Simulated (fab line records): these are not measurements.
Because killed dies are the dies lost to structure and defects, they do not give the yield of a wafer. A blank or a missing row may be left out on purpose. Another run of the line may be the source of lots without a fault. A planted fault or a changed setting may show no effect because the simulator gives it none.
fab line records -- flow n5_finfet
record lots=6, wafers=16, last_day=18
route steps=1938 shown BEOL_M2@872 BEOL_M4@1111
lots untouched by any fault: they come from a run of this same line in which no faults occurred
start_h: hours from the record's opening day to when the first of the lot's shown wafers began -- wait_h: hours from the lot's prior step to this one -- " unchanged from the row above -- L1.1+2: several wafers, shown together as one row -- - either no value or no given start -- * or withheld: withheld -- < > ~ a bound
route shown NAME@n: NAME is a module with steps in the file, n the number in the route of the first one -- usual: the fault-free wafers' mean and standard deviation -- same: alike in all rows -- chamber/n: place in a boat -- sites: per-site readings -- _std_site: the standard deviation of these -- _edge_site: outer sites' mean less inner sites' -- radius_mm: how far each site lies from the wafer's centre -- mask NAME#n: copy n -- behind: the last tool/chamber to shape the wafer -- hold: cause of the lot's hold/its duration in hours/its outcome -- device: the transistor (n, p or np) that didn't switch -- end of line: at the end of the route, the tests of the same wafers -- a step given without rows: its recipe and nothing more -- killed: at the first sort, the dies lost to defects and structure; wafer yield is something else -- map: per-die view of a wafer (x killed, . not killed, _ where there is no die)
set.NAME: the setting as run; set.NAME@STEP: as run at that earlier step -- model.NAME: the simulator's own value behind a step, which no gauge read
lots at selected steps of the route; one table per step, one row per wafer
services: from which hour (start_h, from the record's first day; less than 0 if before it) a tool's chamber was out of use, for how many hours, and why
## steps
# step N5_BEOL_M2_SOFTBAKE_23
# recipe temp_c=110, time_s=60, resist=CAR-EUV
# step N5_BEOL_M2_EXPOSE_25
# recipe mask_id=V1, na=0.33, source_shape=quasar, sigma_inner=0.2, sigma_outer=0.8, polarization=unpolarized, defocus_nm=5, dose_mj=63
# step N5_BEOL_M2_PEB_26
# recipe peb_temp_c=100, peb_time_s=60, resist=CAR-EUV
# step N5_BEOL_M2_DEVELOP_27
# recipe develop_time_s=30, developer=TMAH, resist=CAR-EUV, rinse_liquid=surfactant_rinse, dry=air_spin, dev_temp_c=23
# step N5_BEOL_M2_CD_MEAS_28
# recipe target_cd_nm=26.2, landing_energy_ev=500, detector=se_inlens, target_cd_y_nm=24.1, polarity=opening
# usual cd_nm=26.23/0.22
lot.wafer,tool,chamber,start_h,wait_h,cd_nm
L752.1,cd_sem-02,0,150.76,-,26.34
L752.3,cd_sem-02,0,150.76,-,26.20
L752.5,cd_sem-02,0,150.76,-,25.94
L758.1,cd_sem-01,0,176.26,-,26.33
L758.4,cd_sem-01,0,176.26,-,26.02
L758.6,cd_sem-01,0,176.26,-,26.58
L760.4,cd_sem-01,0,192.96,-,26.39
L760.6,cd_sem-01,0,192.96,-,26.02
L762.3,cd_sem-02,0,215.04,-,26.05
L762.6,cd_sem-02,0,215.04,-,26.35
L767.2,cd_sem-02,0,234.94,-,26.50
L767.4,cd_sem-02,0,234.94,-,26.26
L767.5,cd_sem-02,0,234.94,-,26.44
L772.1,cd_sem-03,0,264.48,-,26.33
L772.3,cd_sem-03,0,264.48,-,26.67
L772.4,cd_sem-03,0,264.48,-,26.10
# step N5_BEOL_M2_OVL_MEAS_29
# recipe points_per_wafer=522
# usual V1_OVL=-0.2/0.69
lot.wafer,tool,chamber,start_h,wait_h,V1_OVL[nm]
L752.1,overlay-02,0,150.79,0.0,-0.9
L752.3,overlay-02,0,150.79,0.0,-0.7
L752.5,overlay-02,0,150.79,0.0,-0.8
L758.1,overlay-02,0,176.29,0.0,0.0
L758.4,overlay-02,0,176.29,0.0,-0.6
L758.6,overlay-02,0,176.29,0.0,0.4
L760.4,overlay-02,0,193.03,0.1,0.3
L760.6,overlay-02,0,193.03,0.1,-0.3
L762.3,overlay-02,0,215.08,0.0,0.5
L762.6,overlay-02,0,215.08,0.0,0.5
L767.2,overlay-01,0,234.98,0.0,-0.5
L767.4,overlay-01,0,234.98,0.0,-0.8
L767.5,overlay-01,0,234.98,0.0,-0.9
L772.1,overlay-02,0,264.51,0.0,0.7
L772.3,overlay-02,0,264.51,0.0,-0.7
L772.4,overlay-02,0,264.51,0.0,0.2
# step N5_BEOL_M2_INSPECT_30
# recipe mode=adi, inspect_instrument=brightfield
# usual raw_defect_count=376/100
lot.wafer,tool,chamber,start_h,wait_h,raw_defect_count
L752.1,defect_inspect-02,-,150.86,0.1,410
L752.3,defect_inspect-02,-,150.86,0.1,378
L752.5,defect_inspect-02,-,150.86,0.1,432
L758.1,defect_inspect-02,-,176.34,0.1,276
L758.4,defect_inspect-02,-,176.34,0.1,391
L758.6,defect_inspect-02,-,176.34,0.1,296
L760.4,defect_inspect-01,-,193.07,0.0,282
L760.6,defect_inspect-01,-,193.07,0.0,259
L762.3,defect_inspect-01,-,215.13,0.0,462
L762.6,defect_inspect-01,-,215.13,0.0,287
L767.2,defect_inspect-01,-,235.03,0.0,356
L767.4,defect_inspect-01,-,235.03,0.0,314
L767.5,defect_inspect-01,-,235.03,0.0,331
L772.1,defect_inspect-01,-,264.56,0.1,457
L772.3,defect_inspect-01,-,264.56,0.1,603
L772.4,defect_inspect-01,-,264.56,0.1,706
# step N5_BEOL_M2_DESCUM_33
# recipe chemistry=O2, time_s=7, source_power_w=50, bias_power_w=20, pressure_mtorr=20, rf_frequency_hz=2.712e+07, temp_c=40, resist=CAR-EUV, o2_flow_sccm=225
# usual drypump_motor_current_A=5.9/0.5, oes_product_au=0.80/0.087, rf_vpp_V=243.9/1.3, showerhead_plenum_p_Torr=2.14/0.068, throttle_valve_pct=20.43/0.18
lot.wafer,tool,chamber,start_h,wait_h,drypump_motor_current_A,oes_product_au,rf_hours_counter_h,rf_vpp_V,showerhead_plenum_p_Torr,throttle_valve_pct
L752.1,rie_diel-02,0,150.89,0.0,6.2,0.74,172,244.9,2.17,20.38
L752.3,rie_diel-02,1,150.89,0.0,5.0,0.92,27,241.5,2.05,20.30
L752.5,rie_diel-02,1,150.89,0.0,5.0,0.91,-,241.0,2.05,20.32
L758.1,rie_diel-03,2,176.38,0.0,5.8,0.88,30,244.2,2.22,20.57
L758.4,rie_diel-03,3,176.38,0.0,6.1,0.76,156,243.4,2.09,20.49
L758.6,rie_diel-03,1,176.38,0.0,6.7,0.73,-,243.3,2.17,20.11
L760.4,rie_diel-03,3,193.36,0.3,6.1,0.76,161,242.0,2.09,20.49
L760.6,rie_diel-03,0,193.36,0.3,6.4,0.93,-,244.7,2.15,20.18
L762.3,rie_diel-05,0,215.16,0.0,5.7,0.73,143,245.8,2.18,20.55
L762.6,rie_diel-05,2,215.16,0.0,5.9,0.69,-,244.3,2.16,20.28
L767.2,rie_diel-02,2,235.19,0.2,6.0,0.92,9,244.0,2.23,20.36
L767.4,rie_diel-02,0,235.19,0.2,6.2,0.71,200,243.9,2.16,20.44
L767.5,rie_diel-02,0,235.19,0.2,6.2,0.71,-,244.6,2.16,20.44
L772.1,rie_diel-05,0,264.60,0.0,5.7,0.72,159,244.3,2.17,20.58
L772.3,rie_diel-05,2,264.60,0.0,5.9,1.00,0,244.4,2.16,20.01
L772.4,rie_diel-05,2,264.60,0.0,5.9,0.99,-,245.2,2.15,20.01
# step N5_BEOL_M2_ETCH_77
# recipe chemistry=N2/H2, target=underlayer, target_depth_a=65, mask_material=CAR-EUV, time_s=5.2, ion_energy_ev=200, pressure_mtorr=30, source_w=840, bias_w=150, n2_flow_sccm=200, h2_flow_sccm=200, ends=cleared
# usual bias_w=150.0/0.37, drypump_motor_current_A=5.9/0.5, etch_rf_on_time_s=5.21/0.077, n2_flow_sccm=199.9/0.55, oes_product_au=0.68/0.071, rf_vpp_V=525.3/2.5, showerhead_plenum_p_Torr=2.60/0.084, throttle_valve_pct=17.85/0.22
lot.wafer,tool,chamber,start_h,wait_h,bias_w,drypump_motor_current_A,etch_rf_on_time_s,n2_flow_sccm,oes_product_au,rf_hours_counter_h,rf_vpp_V,showerhead_plenum_p_Torr,throttle_valve_pct
L752.1,rie_diel-02,0,150.93,0.0,150.2,6.2,5.18,199.5,0.62,172,527.3,2.64,17.85
L752.3,rie_diel-02,1,150.93,0.0,149.6,5.0,5.31,200.0,0.77,27,521.3,2.50,17.81
L752.5,rie_diel-02,1,150.93,0.0,150.0,5.0,5.33,200.2,0.77,-,521.8,2.50,17.82
L758.1,rie_diel-03,2,176.41,0.0,149.6,5.8,5.18,200.1,0.75,30,528.1,2.71,18.06
L758.4,rie_diel-03,3,176.41,0.0,150.0,6.1,5.16,200.1,0.64,156,524.9,2.54,17.87
L758.6,rie_diel-03,1,176.41,0.0,150.2,6.7,5.33,198.9,0.62,-,526.7,2.64,17.53
L760.4,rie_diel-03,3,193.40,0.0,150.8,6.1,5.16,199.4,0.66,161,523.8,2.53,17.89
L760.6,rie_diel-03,0,193.40,0.0,149.3,6.4,5.15,199.8,0.78,-,525.7,2.60,17.55
L762.3,rie_diel-05,0,215.20,0.0,149.8,5.7,5.20,199.9,0.63,143,526.8,2.66,18.08
L762.6,rie_diel-05,2,215.20,0.0,150.3,5.9,5.24,200.2,0.59,-,525.6,2.61,17.69
L767.2,rie_diel-02,2,235.22,0.0,149.9,6.1,5.26,199.9,0.79,9,529.2,2.71,17.74
L767.4,rie_diel-02,0,235.22,0.0,149.3,6.2,5.20,200.7,0.61,200,527.4,2.62,17.86
L767.5,rie_diel-02,0,235.22,0.0,149.7,6.2,5.23,200.2,0.61,-,524.4,2.62,17.88
L772.1,rie_diel-05,0,264.63,0.0,150.5,5.7,5.13,199.6,0.62,159,526.9,2.66,18.17
L772.3,rie_diel-05,2,264.63,0.0,150.4,6.0,5.02,200.0,0.85,0,524.4,2.60,17.28
L772.4,rie_diel-05,2,264.63,0.0,150.4,6.0,5.02,199.6,0.83,-,525.5,2.60,17.33
# step N5_BEOL_M2_ETCH_69
# recipe chemistry=CF4, target=SiARC, target_depth_a=156, mask_material=CAR-EUV, time_s=26, ion_energy_ev=80, pressure_mtorr=40, source_w=545, bias_w=36, Ar_flow_sccm=100, cf4_flow_sccm=100, ends=cleared
# usual bias_w=35.98/0.11, drypump_motor_current_A=5.9/0.5, etch_rf_on_time_s=26.0/0.34, oes_product_au=0.68/0.072, rf_vpp_V=184.6/1.1, showerhead_plenum_p_Torr=2.19/0.069, throttle_valve_pct=15.61/0.21
lot.wafer,tool,chamber,start_h,wait_h,bias_w,drypump_motor_current_A,etch_rf_on_time_s,oes_product_au,rf_hours_counter_h,rf_vpp_V,showerhead_plenum_p_Torr,throttle_valve_pct
L752.1,rie_diel-02,0,150.95,0.0,35.88,6.2,26.2,0.63,172,184.4,2.23,15.67
L752.3,rie_diel-02,1,150.95,0.0,36.06,5.0,26.2,0.77,27,184.5,2.10,15.40
L752.5,rie_diel-02,1,150.95,0.0,36.09,5.0,26.1,0.77,-,183.6,2.10,15.40
L758.1,rie_diel-03,2,176.43,0.0,35.77,5.8,25.8,0.75,30,185.2,2.27,15.66
L758.4,rie_diel-03,3,176.43,0.0,35.85,6.1,25.6,0.65,156,184.3,2.14,15.67
L758.6,rie_diel-03,1,176.43,0.0,36.09,6.7,26.4,0.63,-,184.6,2.21,15.34
L760.4,rie_diel-03,3,193.41,0.0,36.00,6.1,25.7,0.64,161,183.0,2.14,15.70
L760.6,rie_diel-03,0,193.41,0.0,35.85,6.4,26.0,0.80,-,184.5,2.19,15.28
L762.3,rie_diel-05,0,215.22,0.0,35.82,5.7,25.7,0.63,143,184.1,2.23,15.76
L762.6,rie_diel-05,2,215.22,0.0,35.98,5.9,26.2,0.59,-,184.6,2.20,15.53
L767.2,rie_diel-02,2,235.24,0.0,36.09,6.1,26.3,0.78,9,185.0,2.28,15.50
L767.4,rie_diel-02,0,235.24,0.0,36.13,6.2,26.2,0.61,200,184.9,2.22,15.72
L767.5,rie_diel-02,0,235.24,0.0,36.11,6.2,26.3,0.60,-,184.9,2.22,15.70
L772.1,rie_diel-05,0,264.65,0.0,35.83,5.7,25.7,0.62,159,183.2,2.23,15.79
L772.3,rie_diel-05,2,264.65,0.0,35.89,5.9,25.1,0.85,0,183.8,2.19,15.08
L772.4,rie_diel-05,2,264.65,0.0,35.87,5.9,25.3,0.84,-,184.9,2.19,15.08
# step N5_BEOL_M2_ALD_98
# recipe material=SiO2, target_thk_a=25, temp_c=100, ald_precursor_family=BDEAS, ald_co_reactant=O2-plasma, pulse_time_s=1, co_reactant_pulse_time_s=1, purge_time_s=2, co_reactant_purge_time_s=2, ald_cycles=17, pressure_torr=2
# usual heater_power_w=76/8.5, precursor_pulse_height_rel=1.000/0.018
lot.wafer,tool,chamber,start_h,wait_h,heater_power_w,precursor_pulse_height_rel
L752.1,ald_sin-04,0,151.03,0.1,59,0.961
L752.3,ald_sin-04,3,151.03,0.1,74,1.017
L752.5,ald_sin-04,3,151.03,0.1,72,1.002
L758.1,ald_sin-03,1,176.51,0.1,80,0.986
L758.4,ald_sin-03,0,176.51,0.1,79,0.987
L758.6,ald_sin-03,1,176.51,0.1,82,0.988
L760.4,ald_sin-02,2,193.98,0.5,89,0.982
L760.6,ald_sin-02,2,193.98,0.5,89,0.999
L762.3,ald_sin-02,0,215.30,0.1,77,0.988
L762.6,ald_sin-02,3,215.30,0.1,71,1.029
L767.2,ald_sin-02,3,235.32,0.1,69,0.994
L767.4,ald_sin-02,0,235.32,0.1,78,0.988
L767.5,ald_sin-02,3,235.32,0.1,72,1.009
L772.1,ald_sin-04,3,265.86,1.2,71,0.989
L772.3,ald_sin-04,2,265.86,1.2,87,1.003
L772.4,ald_sin-04,1,265.86,1.2,71,1.012
# step N5_BEOL_M2_ETCHBACK_99
# recipe chemistry=CHF3, target=SiO2, target_depth_a=50, time_s=10.4, source_w=215, bias_w=47, Ar_flow_sccm=200, CHF3_flow_sccm=12, ion_energy_ev=100, pressure_mtorr=30
# usual bias_w=47.00/0.16, drypump_motor_current_A=5.8/0.53, oes_product_au=0.80/0.076, rf_vpp_V=242/3, showerhead_plenum_p_Torr=2.20/0.074, throttle_valve_pct=17.07/0.19
lot.wafer,tool,chamber,start_h,wait_h,bias_w,drypump_motor_current_A,oes_product_au,rf_hours_counter_h,rf_vpp_V,showerhead_plenum_p_Torr,throttle_valve_pct
L752.1,rie_diel-05,3,155.94,4.9,47.06,6.4,0.73,179,243,2.23,17.25
L752.3,rie_diel-05,1,155.94,4.9,46.90,4.9,0.90,38,239,2.11,16.84
L752.5,rie_diel-05,1,155.94,4.9,46.67,4.9,0.90,-,239,2.11,16.85
L758.1,rie_diel-02,0,198.84,22.3,47.31,6.2,0.72,187,247,2.24,17.14
L758.4,rie_diel-02,3,198.84,22.3,46.79,5.8,0.83,-,245,2.27,17.22
L758.6,rie_diel-02,0,198.84,22.3,47.06,6.2,0.71,-,247,2.24,17.16
L760.4,rie_diel-02,1,204.16,10.1,47.04,5.0,0.86,-,239,2.09,16.91
L760.6,rie_diel-02,3,204.16,10.1,47.08,5.8,0.83,-,245,2.26,17.21
L762.3,rie_diel-02,2,221.12,5.8,47.06,6.0,0.94,5,245,2.30,17.02
L762.6,rie_diel-02,1,221.12,5.8,47.02,5.0,0.86,-,239,2.09,16.92
L767.2,rie_diel-05,3,249.81,14.4,47.15,6.4,0.71,214,242,2.22,17.32
L767.4,rie_diel-05,0,249.81,14.4,46.76,5.7,0.73,-,243,2.24,17.23
L767.5,rie_diel-05,3,249.81,14.4,47.04,6.4,0.71,-,241,2.22,17.32
L772.1,rie_diel-03,1,280.30,14.4,46.79,6.7,0.71,212,243,2.22,16.86
L772.3,rie_diel-03,0,280.30,14.4,47.00,6.4,0.86,38,244,2.19,16.80
L772.4,rie_diel-03,3,280.30,14.4,47.24,6.1,0.73,195,237,2.13,17.17
# step N5_BEOL_M2_ETCH_70
# recipe chemistry=N2/H2, target=SOC, target_depth_a=800, overetch_a=240, mask_material=SiARC, temp_c=40, time_s=130, ion_energy_ev=200, pressure_mtorr=30, source_w=840, bias_w=150, n2_flow_sccm=200, h2_flow_sccm=200
# usual bias_w=150.0/0.46, drypump_motor_current_A=5.8/0.53, n2_flow_sccm=200.0/0.65, oes_product_au=0.59/0.054, rf_vpp_V=525.2/2.4, run_length_s=153.7/0.37, showerhead_plenum_p_Torr=2.59/0.085, throttle_valve_pct=17.81/0.21
lot.wafer,tool,chamber,start_h,wait_h,bias_w,drypump_motor_current_A,n2_flow_sccm,oes_product_au,rf_hours_counter_h,rf_vpp_V,run_length_s,showerhead_plenum_p_Torr,throttle_valve_pct,model.SiARC_of_BEOL_M2_COAT_68.thk_nm
L752.1,rie_diel-05,3,155.98,0.0,150.7,6.4,200.6,0.54,179,525.3,153.1,2.63,17.88,5.8
L752.3,rie_diel-05,1,155.98,0.0,149.2,4.9,198.9,0.65,38,522.4,154.0,2.48,17.42,6
L752.5,rie_diel-05,1,155.98,0.0,150.3,4.9,200.9,0.66,-,521.4,154.3,2.48,17.42,6
L758.1,rie_diel-02,0,198.88,0.0,150.2,6.1,200.8,0.54,187,525.1,153.9,2.63,17.81,5.6
L758.4,rie_diel-02,3,198.88,0.0,149.5,5.8,200.0,0.60,-,527.5,154.1,2.67,18.00,5.6
L758.6,rie_diel-02,0,198.88,0.0,150.4,6.2,200.3,0.53,-,528.4,153.8,2.63,17.82,5.8
L760.4,rie_diel-02,1,204.22,0.0,-,5.0,200.0,0.77,-,521.4,130.0,2.49,17.84,7.2
L760.6,rie_diel-02,3,204.22,0.0,150.3,5.8,199.8,0.60,-,526.6,153.9,2.67,18.00,5.8
L762.3,rie_diel-02,2,221.15,0.0,-,6.1,199.2,0.85,5,527.3,129.5,2.71,17.72,7
L762.6,rie_diel-02,1,221.15,0.0,150.9,5.0,199.4,0.63,-,521.6,153.7,2.49,17.84,6
L767.2,rie_diel-05,3,249.85,0.0,150.9,6.4,200.2,0.52,214,525.1,153.2,2.61,17.91,5.8
L767.4,rie_diel-05,0,249.85,0.0,150.7,5.7,199.7,0.54,-,526.3,153.6,2.66,18.09,5.6
L767.5,rie_diel-05,3,249.85,0.0,150.5,6.4,200.0,0.52,-,525.8,153.1,2.61,17.93,5.8
L772.1,rie_diel-03,1,280.34,0.0,149.5,6.7,199.9,0.53,212,527.7,153.3,2.62,17.53,6
L772.3,rie_diel-03,0,280.34,0.0,150.7,6.5,199.5,0.64,38,526.2,153.6,2.59,17.55,5.8
L772.4,rie_diel-03,3,280.34,0.0,150.7,6.1,201.0,0.54,195,522.5,153.2,2.52,17.89,5.8
# step N5_BEOL_M2_STRIP_71
# recipe chemistry=N2/H2, temp_c=40, n2_flow_sccm=200, h2_flow_sccm=200, rf_frequency_hz=6e+07
# step N5_BEOL_M4_RC_MEAS_101
# usual DIBL_N=36.4/1.4, DIBL_P=36.4/1.5, IOFF_N=0.156/0.022, IOFF_P=0.210/0.023, ION_N=675/9.1, ION_P=463/5.7, SS_N=71.6/0.45, SS_P=73.3/0.56, VT_N=250/3.1, VT_P=-250.3/2.3
lot.wafer,tool,chamber,start_h,wait_h,DIBL_N[mV/V],DIBL_P[mV/V],IOFF_N[nA/um],IOFF_P[nA/um],ION_N[uA/um],ION_P[uA/um],SS_N[mV/dec],SS_P[mV/dec],VT_N[mV],VT_P[mV]
L752.1,prober-01,0,202.15,0.0,34.8,36.3,0.141,0.185,678,460,71.9,72.6,253,-254.2
L752.3,prober-01,0,202.15,0.0,35.2,37.2,0.153,0.196,680,467,71.5,73.3,251,-251.4
L752.5,prober-01,0,202.15,0.0,35.5,36.8,0.151,0.196,666,458,72.1,73.1,250,-254.6
L758.1,prober-02,0,234.37,0.0,37.4,37.3,0.156,0.211,669,464,72.4,73.7,249,-252.6
L758.4,prober-02,0,234.37,0.0,38.2,37.2,0.164,0.203,678,456,72.1,73.3,251,-254.0
L758.6,prober-02,0,234.37,0.0,37.3,37.2,0.151,0.194,664,451,71.3,73.2,251,-254.2
L760.4,prober-01,0,249.62,0.5,35.2,36.1,0.131,0.184,666,454,71.9,72.8,258,-252.4
L760.6,prober-01,0,249.62,0.5,35.7,36.6,0.135,0.188,669,458,71.7,72.8,255,-252.5
L762.3,prober-02,0,265.00,0.3,36.1,36.3,0.136,0.203,671,461,72.2,73.5,254,-250.2
L762.6,prober-02,0,265.00,0.3,36.7,37.7,0.145,0.223,664,461,71.9,73.4,253,-249.0
L767.2,prober-01,0,289.78,0.2,38.1,38.4,0.167,0.220,678,463,71.5,73.4,249,-250.6
L767.4,prober-01,0,289.78,0.2,38.1,39.1,0.174,0.231,682,470,71.3,73.8,251,-248.8
L767.5,prober-01,0,289.78,0.2,38.7,39.1,0.185,0.227,684,466,72.0,72.6,248,-251.4
L772.1,prober-01,0,317.48,0.0,39.6,39.2,0.214,0.253,692,468,72.1,74.1,246,-248.8
L772.3,prober-01,0,317.48,0.0,38.3,38.4,0.193,0.231,689,468,71.8,73.4,247,-248.4
L772.4,prober-01,0,317.48,0.0,37.3,36.2,0.175,0.206,678,461,71.2,73.4,248,-250.1
## services
tool,chamber,start_h,hours,kind
rie_diel-02,3,127.94,2.0,repair
rie_diel-03,0,136.43,-,clean
ald_sin-03,2,156.64,36.8,repair
rie_diel-02,2,187.65,-,clean
rie_diel-02,2,187.65,-,consumable_replace:focus_ring
rie_diel-02,2,187.65,-,consumable_replace:showerhead
rie_diel-02,2,187.65,18.9,scheduled_down
rie_diel-02,2,187.65,18.9,vent_cycle
rie_diel-05,3,191.40,1.4,repair
ald_sin-04,2,205.60,7.8,repair
ald_sin-03,2,213.12,2.6,repair
rie_diel-03,1,222.81,2.7,repair
ald_sin-02,2,230.21,15.0,repair
rie_diel-02,0,236.29,1.6,repair
rie_diel-05,2,248.47,1.5,repair
rie_diel-05,2,250.18,-,clean
rie_diel-05,2,250.18,-,consumable_replace:focus_ring
rie_diel-05,2,250.18,13.4,scheduled_down
rie_diel-05,2,250.18,13.4,vent_cycle
rie_diel-03,0,253.76,5.9,repair
ald_sin-03,-,265.92,1.6,repair
ald_sin-03,-,268.48,14.0,pm
rie_diel-05,1,276.26,3.2,repair
ald_sin-02,3,277.08,3.5,repair
## key
first_sign step=N5_BEOL_M2_ETCH_70, reading=run_length_s, direction=down, sigmas=64, usual=*, struck=*
effect step=N5_BEOL_M2_ETCH_70, reading=oes_product_au, direction=up, sigmas=4.1, usual=0.59, struck=0.81
model_effect step=N5_BEOL_M2_ETCH_70, value=SiARC_of_BEOL_M2_COAT_68.thk_nm, without=6, struck=7.1
met_at N5_BEOL_M2_ETCH_70
struck_wafers L760.4,L762.3
onset_between 198.88 204.22
fault kind=process_parameter_drift, tool=rie_diel-02, chamber=-, onset_h=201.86, steps=N5_BEOL_M2_ETCH_70, channel=time_s, offset=*, shape=step, end_h=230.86, scope=struck_wafers_only, acts_in=*, stated=*
